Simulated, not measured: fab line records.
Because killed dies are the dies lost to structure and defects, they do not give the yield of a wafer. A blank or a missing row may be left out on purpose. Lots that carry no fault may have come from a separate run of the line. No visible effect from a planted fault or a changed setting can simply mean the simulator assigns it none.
Matching of chambers -- flow nand_harc -- 4 sister chambers for NHARC_P_STI_CMP_21 on cmp-04
The step polishes, t overpolish 20 s, target thk 380.67 nm. 8 wafers are shown with their chamber, then 7 later ones without.

## EACH WAFER AND ITS CHAMBER
wafer,chamber,motor_current_A (A),slurry_filter_dp_kPa (kPa)
L123.1,2,11.8,13.44
L123.2,1,12.2,13.57
L129.2,2,11.2,13.41
L133.1,0,12.5,13.51
L133.3,1,12.2,13.53
L133.4,3,12.9,13.27
L137.2,0,12.9,13.57
L137.4,3,13.4,13.46

## WAFERS MISSING THEIR CHAMBER
wafer,motor_current_A (A),slurry_filter_dp_kPa (kPa)
L137.5,11.7,13.50
L138.2,10.9,13.31
L138.3,13.5,13.49
L138.5,12.3,13.41
L140.1,12.8,13.57
L140.4,11.9,13.64
L140.6,13.4,13.57

## CHAMBER TAKEN BY EACH
wafer,from the rows above,in truth
L137.5,can't be placed: 2 or 1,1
L138.2,2,2
L138.3,can't be placed: 3 or 0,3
L138.5,can't be placed: 1 or 0 or 2 or 3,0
L140.1,can't be placed: 0 or 1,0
L140.4,can't be placed: 1 or 0 or 2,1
L140.6,can't be placed: 0 or 3 or 1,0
Placed correctly: 1 of 7. These rows do not allow placing 6 (true chamber among the candidates in 6). Placed wrongly: 0.
How it was worked out, from the rows above alone: a wafer's distance from a chamber is the root of the sum, over the readings, of the square of ((its reading less the chamber's mean) divided by the reading's scatter). The wafer belongs to the nearest chamber; if the next one is less than 2 further off, it can't be placed. A chamber's mean is the mean of its shown wafers. The scatter is the square root of a quotient: the sum, over the shown wafers, of each reading's squared deviation from its chamber's mean, divided by wafers minus chambers.
